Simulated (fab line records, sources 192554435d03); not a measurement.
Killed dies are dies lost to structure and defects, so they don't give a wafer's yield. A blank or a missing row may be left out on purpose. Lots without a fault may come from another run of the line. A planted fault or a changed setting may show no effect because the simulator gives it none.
Split-lot experiment | flow n5_finfet | 7 lots, 21 wafers read, on a route of 1938 steps

THE SPLIT
At N5_BEOL_M2_TRENCH_ETCH_37 (etches SiOC in C4F6/O2, target depth 55.555 nm, time 29.2 s), the setting time_s was moved away from the recipe's 29.2 s on 8 of the 21 wafers read, by -10.6% to +18.8%. The other wafers ran this setting at the recipe's value.

FROM THE SPLIT TO THE READING: what the file shows between them, 2 steps
- N5_BEOL_M2_ETCH_41: etches SiCN in CH3F/O2, target depth 29.9 nm, time 52.5 s
- N5_BEOL_M2_STRIP_97: strips in N2/H2, time 10 s

THE READING
trench_depth_nm, in nm, at N5_BEOL_M2_OCD_MEAS_38. Fault-free wafers of this fab line usually give 54.7 nm, standard deviation 1.3 nm.

wafer  | tool, chamber at the split | time_s as run, s | against the recipe | trench_depth_nm, nm | against lot-mates on the recipe
L074.2 | rie_diel-04, 2             | 29.2             | recipe             | 54.0                | -
L074.3 | rie_diel-04, 1             | 29.2             | recipe             | 55.2                | -
L074.5 | rie_diel-04, 2             | 26.1             | -10.6%             | 49.0                | -5.6
L075.3 | rie_diel-02, 2             | 30.93            | +5.9%              | 58.5                | +5.2
L075.4 | rie_diel-02, 0             | 29.2             | recipe             | 53.7                | -
L075.5 | rie_diel-02, 3             | 29.2             | recipe             | 52.8                | -
L078.1 | rie_diel-04, 1             | 27.29            | -6.5%              | 51.7                | -5.3
L078.3 | rie_diel-04, 2             | 27.29            | -6.5%              | 50.1                | -6.9
L078.4 | rie_diel-04, 0             | 29.2             | recipe             | 57.0                | -
L080.1 | rie_diel-02, 1             | 34.7             | +18.8%             | 63.5                | +8.8
L080.4 | rie_diel-02, 0             | 29.2             | recipe             | 54.7                | -
L080.6 | rie_diel-02, 1             | 34.7             | +18.8%             | 64.5                | +9.8
L086.3 | rie_diel-05, 1             | 26.7             | -8.6%              | 48.9                | -5.1
L086.5 | rie_diel-05, 2             | 29.2             | recipe             | 54.0                | -
L086.6 | rie_diel-05, 0             | 26.7             | -8.6%              | 52.8                | -1.2
L091.1 | rie_diel-02, 0             | 29.2             | recipe             | 54.9                | -
L091.2 | rie_diel-02, 1             | 29.2             | recipe             | 55.0                | -
L091.4 | rie_diel-02, 1             | 29.2             | recipe             | 54.7                | -
L097.1 | rie_diel-05, 0             | 29.2             | recipe             | 57.3                | -
L097.3 | rie_diel-05, 2             | 29.2             | recipe             | 54.7                | -
L097.5 | rie_diel-05, 0             | 29.2             | recipe             | 57.0                | -

THE FIT
A straight line over all 21 wafers: trench_depth_nm changes by +0.503 nm for each +1% of time_s; r = +0.94; the points scatter about the line by 1.3 nm.
The same after taking each lot's own level away (the mean of its wafers on the recipe; 21 wafers): +0.528 nm for each +1%; r = +0.94; scatter 1.4 nm.
On that fit, the largest move of time_s shifts the reading by 9.9 nm.
The lots' own levels span 53.25 to 57.00 nm, that is 2.9 times the standard deviation above.
So the lot-to-lot level changes the slope little: the two slopes agree.
Check: with one of the wafers moved furthest among these (+18.8%) left out of the fit, the line predicts +10.5 nm for it against its lot-mates. It came out at +8.8 nm against them.

OTHER SPLITS ON THESE WAFERS
These wafers also went through other splits before the reading. Each is held against what the fit with the lots' levels taken away leaves over:
other split on the same wafers            | wafers away from the commonest value | r with trench_depth_nm (lot level and that fit taken away)
N5_BEOL_M0_SAQP_SPACER1_ALD_98 ald_cycles | 8                                    | +0.35
N5_BEOL_M0_SAQP_ETCH_107 bias_w           | 5                                    | +0.26
N5_BEOL_M1_COAT_61 spin_rpm               | 6                                    | -0.19
N5_BEOL_M1_COAT_62 spin_rpm               | 3                                    | +0.00
N5_BEOL_M1_ETCH_64 source_w               | 6                                    | -0.12
N5_BEOL_M2_COAT_62 spin_rpm               | 7                                    | -0.10
N5_BEOL_M2_ETCH_74 source_w               | 5                                    | +0.54

THE WHOLE CHAIN: every reading that the file lists as answering this split, in the file's order
step                      | what it does                                                | reading                                                                   | change (the file's fit)               | r (the file's)
N5_BEOL_M2_TRENCH_ETCH_37 | etches SiOC in C4F6/O2, target depth 55.555 nm, time 29.2 s | BEOL_M2.feature_depth_nm (the simulator's own value, which no gauge read) | +0.545 nm for each +1% of the setting | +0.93
N5_BEOL_M2_TRENCH_ETCH_37 | etches SiOC in C4F6/O2, target depth 55.555 nm, time 29.2 s | etch.depth_nm (the simulator's own value, which no gauge read)            | +0.537 nm for each +1% of the setting | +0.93
N5_BEOL_M2_OCD_MEAS_38    |                                                             | trench_depth_nm                                                           | +0.538 nm for each +1% of the setting | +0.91

THE FILE'S OWN FIT
trench_depth_nm changes by +0.538 nm for each +1% of time_s, r = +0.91.
